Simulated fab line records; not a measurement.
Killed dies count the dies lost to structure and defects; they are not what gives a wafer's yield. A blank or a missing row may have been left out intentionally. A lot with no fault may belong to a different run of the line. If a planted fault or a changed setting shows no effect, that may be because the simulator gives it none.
Split-lot study ; flow n5-finfet ; on a route of 1938 steps: 7 lots, 39 wafers read

== ABOUT THE SPLIT ==
At N5_BEOL_M13_SPUTTER_43 (material TaN, target thk 15 nm, time 24.19 s), the setting target-thk-a was moved away from the recipe's 150 angstrom on 15 of the 39 wafers read, by -53.5% to +46.9%. All remaining wafers had this setting at the recipe value.

== FROM THE SPLIT TO THE READING: what the file shows between them, 4 steps ==
- N5_BEOL_M13_SPUTTER_44: material Ta, target thk 10 nm, time 16.13 s
- N5_BEOL_M13_SPUTTER_45: material Cu, target thk 80 nm, time 13.33 s
- N5_BEOL_M13_ECD_47: material Cu, target thk 936 nm
- N5_BEOL_M13_ANNEAL_48: time 90 s

== THE READING ==
barrier-field-endpoint-s, in s, at N5_BEOL_M13_CMP_49 (polishes, stops on SiOC, t overpolish 17.1 s, target thk 420 nm). A value of 30.7 s with a standard deviation of 0.64 s is what fault-free wafers of this fab line usually give.

wafer;tool, chamber at the split;target-thk-a as run, angstrom;against the recipe;barrier-field-endpoint-s, s;against lot-mates on the recipe
L080.2;pvd-sputter-03, -;213.6;+42.4%;38.5;+7.5
L080.1;pvd-sputter-03, -;150;recipe;30.8;-
L080.3;pvd-sputter-03, -;150;recipe;31.3;-
L080.4;pvd-sputter-03, -;213.6;+42.4%;38.0;+7.0
L080.5;pvd-sputter-03, -;150;recipe;31.0;-
L080.6;pvd-sputter-03, -;213.6;+42.4%;37.9;+6.9
L082.2;pvd-sputter-02, -;150;recipe;31.0;-
L082.5;pvd-sputter-02, -;150;recipe;32.1;-
L082.6;pvd-sputter-02, -;150;recipe;31.1;-
L087.1;pvd-sputter-03, -;150;recipe;29.7;-
L087.3;pvd-sputter-03, -;69.82;-53.5%;20.9;-9.2
L087.4;pvd-sputter-03, -;150;recipe;30.8;-
L087.2;pvd-sputter-03, -;69.82;-53.5%;21.2;-8.9
L087.6;pvd-sputter-03, -;69.82;-53.5%;20.9;-9.2
L087.5;pvd-sputter-03, -;150;recipe;29.8;-
L092.2;pvd-sputter-01, -;104.7;-30.2%;25.2;-4.9
L092.1;pvd-sputter-01, -;150;recipe;29.7;-
L092.4;pvd-sputter-01, -;104.7;-30.2%;24.4;-5.7
L092.3;pvd-sputter-01, -;150;recipe;30.4;-
L092.6;pvd-sputter-01, -;104.7;-30.2%;24.8;-5.3
L092.5;pvd-sputter-01, -;150;recipe;30.2;-
L095.1;pvd-sputter-01, -;150;recipe;31.2;-
L095.4;pvd-sputter-01, -;150;recipe;31.1;-
L095.3;pvd-sputter-01, -;150;recipe;30.5;-
L095.2;pvd-sputter-01, -;150;recipe;30.3;-
L095.5;pvd-sputter-01, -;150;recipe;30.8;-
L095.6;pvd-sputter-01, -;150;recipe;31.1;-
L096.2;pvd-sputter-03, -;220.4;+46.9%;39.1;+8.9
L096.4;pvd-sputter-03, -;150;recipe;30.3;-
L096.3;pvd-sputter-03, -;220.4;+46.9%;39.8;+9.6
L096.1;pvd-sputter-03, -;150;recipe;30.6;-
L096.6;pvd-sputter-03, -;150;recipe;29.6;-
L096.5;pvd-sputter-03, -;220.4;+46.9%;39.8;+9.6
L097.3;pvd-sputter-03, -;150;recipe;30.4;-
L097.2;pvd-sputter-03, -;75.29;-49.8%;21.2;-8.6
L097.1;pvd-sputter-03, -;75.29;-49.8%;20.6;-9.2
L097.4;pvd-sputter-03, -;150;recipe;29.2;-
L097.5;pvd-sputter-03, -;150;recipe;29.7;-
L097.6;pvd-sputter-03, -;75.29;-49.8%;21.4;-8.4

FIT RESULTS
A straight line over all 39 wafers: barrier-field-endpoint-s changes by +0.185 s for each +1% of target-thk-a; r = +0.99; the points scatter about the line by 0.59 s.
The same after taking each lot's own level away (the mean of its wafers on the recipe; 39 wafers): +0.178 s for each +1%; r = +1.00; scatter 0.5 s.
The reading moves by 9.5 s for the largest change in target-thk-a, on that fit.
The lots' own levels span 29.77 to 31.40 s, that is 2.6 times the standard deviation above.
Hence the lot-to-lot level has little effect on the slope; both slopes agree.
Check: with one of the wafers moved furthest among these (-53.5%) left out of the fit, the line predicts -9.45 s for it against its lot-mates. Against them it came out at -9.2 s.

== OTHER SPLITS APPLIED TO THESE WAFERS ==
Before the reading, these wafers also passed through other splits. Each is held against what the fit with the lots' levels taken away leaves over:
other split on the same wafers;wafers away from the commonest value;r with barrier-field-endpoint-s (lot level and that fit taken away)
N5_BEOL_M9_ETCH_66 time-s;9;+0.15

== THE WHOLE CHAIN: every reading that the file lists as answering this split, in the file's order ==
step;what it does;reading;change (the file's fit);r (the file's)
N5_BEOL_M13_SPUTTER_43;material TaN, target thk 15 nm, time 24.19 s;TaN_of_BEOL_M13_SPUTTER_43.thk-nm (the simulator's own value, which no gauge read);+0.151 nm for each +1% of the setting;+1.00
N5_BEOL_M13_CMP_49;polishes, stops on SiOC, t overpolish 17.1 s, target thk 420 nm;barrier-field-endpoint-s;+0.178 s for each +1% of the setting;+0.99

== FILE'S OWN FIT ==
barrier-field-endpoint-s changes by +0.178 s for each +1% of target-thk-a, r = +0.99.
